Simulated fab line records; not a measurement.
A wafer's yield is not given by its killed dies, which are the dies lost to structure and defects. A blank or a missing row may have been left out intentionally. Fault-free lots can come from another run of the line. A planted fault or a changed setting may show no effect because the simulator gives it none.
Comparing a struck lot with a sound one | flow n5Finfet | 36 out of 1938 route steps
Sound: the wafers L113.2, L113.3, L113.5. Struck: wafers L114.5, L114.6. (L114.2 of the same lot was not struck and is left out.) The cause comes at the end.
Order at every step that has rows: each side's tool, ch and its chambers, its first start. Under that, the readings that differ: sound wafers | struck wafers | difference of the means | sigmas: that difference in standard deviations of wafers without a fault.
alike: words and numbers the same on both sides, and readings whose means are apart by under 2 such deviations; not compared: readings that were withheld, readings missing a value for some wafer, numbers with overlapping values and no deviation given by the record, and bounds like >300 which may hide the same value.
The two part at a step that has a row with sigmas, a row that says differs or no value, or rows on one side only. Numbers that have no deviation but don't overlap get no sigmas and don't part them. Lack of a reading on every wafer of one side parts them only where that side has two or more wafers.

first, 8 steps without rows for these wafers: N5_BEOL_M15_SPUTTER_43 (material TaN, target thk 15 nm, time 24.19 s); N5_BEOL_M15_SPUTTER_44 (material Ta, target thk 15 nm, time 24.19 s); N5_BEOL_M15_SPUTTER_45 (material Cu, target thk 100 nm, time 16.67 s); N5_BEOL_M15_ECD_47 (material Cu, target thk 1860 nm); N5_BEOL_M15_ANNEAL_48 (time 90 s); N5_BEOL_M15_CMP_49 (polishes, stops on SiO2, t overpolish 4.9 s, target thk 850 nm); N5_BEOL_M15_PRE_CLEAN_52 (time 15 s); N5_BEOL_M15_DEP_53 (deposits SiCN from 3MS/NH3, target thk 50 nm, time 17.8 s).
N5_PASSIVATION_PECVD_00: deposits SiO2 from SiH4/N2O, target thk 200 nm, time 11.2 s.
  sound on pecvd-02 ch 0,1,2, day 17 05:13; struck on pecvd-04 ch 0,2, day 18 08:05
reading                                       | sound             | struck      | difference | sigmas
model.SiO2_of_PASSIVATION_PECVD_00.thkNm (nm) | 197.8 196.6 201.6 | 150.2 148.8 | -49.2      | 
  alike: heaterPowerW, showerheadPlenumPTorr, showerheadVppV, throttleValvePct
then, 26 steps without rows for these wafers: N5_MIM_BOT_DEGAS_01 (time 60 s); N5_MIM_BOT_SPUTTER_00 (material TiN, target thk 35 nm, time 89.7 s); N5_MIM_TOP_ALD_00 (deposits Al2O3, purge time 3 s, co reactant pulse time 3 s); N5_MIM_TOP_ALD_01 (deposits HfO2, target thk 5.6 nm, pulse time 1 s, purge time 3 s); N5_MIM_TOP_ALD_02 (deposits Al2O3, purge time 3 s, co reactant pulse time 3 s); N5_MIM_TOP_DEGAS_04 (time 60 s); N5_MIM_TOP_SPUTTER_03 (material TiN, target thk 35 nm, time 89.7 s); N5_MIM_TOP_LITHO_HMDS_01 (time 60 s); N5_MIM_TOP_LITHO_COAT_02; N5_MIM_TOP_LITHO_EBR_04; N5_MIM_TOP_LITHO_SOFTBAKE_03 (time 90 s); N5_MIM_TOP_LITHO_EXPOSE_05 (exposes mask MIM TOP, target cd 2000 nm); N5_MIM_TOP_LITHO_PEB_06; N5_MIM_TOP_LITHO_DEVELOP_07 (develop time 60 s); N5_MIM_TOP_LITHO_HARDBAKE_09 (time 120 s); N5_MIM_TOP_LITHO_DESCUM_10 (chemistry O2, time 7.9 s); N5_MIM_TOP_ETCH_ETCH_00 (etches TiN in Cl2/BCl3, target depth 38.5 nm); N5_MIM_TOP_ETCH_STRIP_01 (strips in O2); N5_MIM_TOP_ETCH_PECVD_03 (deposits SiNx from SiH4/NH3/N2, target thk 20 nm, time 17.6 s); N5_MIM_BOT_LITHO_HMDS_01 (time 60 s); N5_MIM_BOT_LITHO_COAT_02; N5_MIM_BOT_LITHO_EBR_04; N5_MIM_BOT_LITHO_SOFTBAKE_03 (time 90 s); N5_MIM_BOT_LITHO_EXPOSE_05 (exposes mask MIM BOT); N5_MIM_BOT_LITHO_PEB_06; N5_MIM_BOT_LITHO_DEVELOP_07 (develop time 60 s).
N5_MIM_BOT_ETCH_ETCH_00: etches TiN in Cl2/BCl3, target depth 45.5 nm.
  sound on rieMetal-03 ch 0,1, day 17 11:42; struck on rieMetal-01 ch 0,1, day 18 10:49
reading                                       | sound           | struck      | difference | sigmas
model.SiO2_of_PASSIVATION_PECVD_00.thkNm (nm) | 195.2 194.2 199 | 147.4 146.2 | -49.3      | 
  alike: bcl3FlowSccm, drypumpMotorCurrentA, mfcCl2Sccm, oesProductAu, throttleValvePct
  not compared: rfHoursCounterH

## WHERE THEY PART
Nowhere in this record.

WHY: whatever the simulator had introduced
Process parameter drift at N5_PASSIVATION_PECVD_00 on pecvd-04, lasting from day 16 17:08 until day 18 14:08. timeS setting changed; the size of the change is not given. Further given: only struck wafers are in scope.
